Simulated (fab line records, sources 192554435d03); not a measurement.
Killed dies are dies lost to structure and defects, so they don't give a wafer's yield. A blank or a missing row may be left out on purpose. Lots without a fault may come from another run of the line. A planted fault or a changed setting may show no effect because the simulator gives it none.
Chamber matching | flow n5_finfet | N5_BEOL_M0_CMP_120 on cmp-02: 4 sister chambers
The step polishes, stops on SiOC, t overpolish 6.9 s. 4 wafers are shown with their chamber, then 10 later ones without.

WAFERS WITH THEIR CHAMBER
wafer  | chamber | motor_current_A (A)
L085.5 | 3       | 5.7
L089.3 | 0       | 5.2
L088.3 | 1       | 6.1
L088.5 | 2       | 5.4

WAFERS WITHOUT THEIR CHAMBER
wafer  | motor_current_A (A)
L088.6 | 6.5
L093.1 | 6.1
L093.3 | 5.2
L093.5 | 5.4
L095.2 | 6.4
L095.4 | 5.5
L095.5 | 5.5
L097.1 | 5.7
L097.3 | 5.3
L097.4 | 6.1

WHICH CHAMBER EACH WENT THROUGH
wafer  | from the rows above          | in truth
L088.6 | 1                            | 1
L093.1 | 1                            | 1
L093.3 | can't be placed: 0 or 2      | 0
L093.5 | can't be placed: 2 or 0 or 3 | 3
L095.2 | 1                            | 1
L095.4 | can't be placed: 2 or 3 or 0 | 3
L095.5 | can't be placed: 2 or 3 or 0 | 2
L097.1 | can't be placed: 3 or 2      | 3
L097.3 | can't be placed: 0 or 2 or 3 | 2
L097.4 | 1                            | 1
Placed correctly: 4 of 10. Can't be placed from these rows: 6 (the true chamber is among the candidates in 6). Placed wrongly: 0.
How it was worked out, from the rows above alone: a wafer's distance from a chamber is the root of the sum, over the readings, of the square of ((its reading less the chamber's mean) divided by the reading's scatter). The wafer belongs to the nearest chamber; if the next one is less than 2 further off, it can't be placed. A chamber's mean is the mean of its shown wafers. The scatter: with one shown wafer a chamber, the root of the mean of the squares of how far each hidden wafer lies from its nearest shown one.
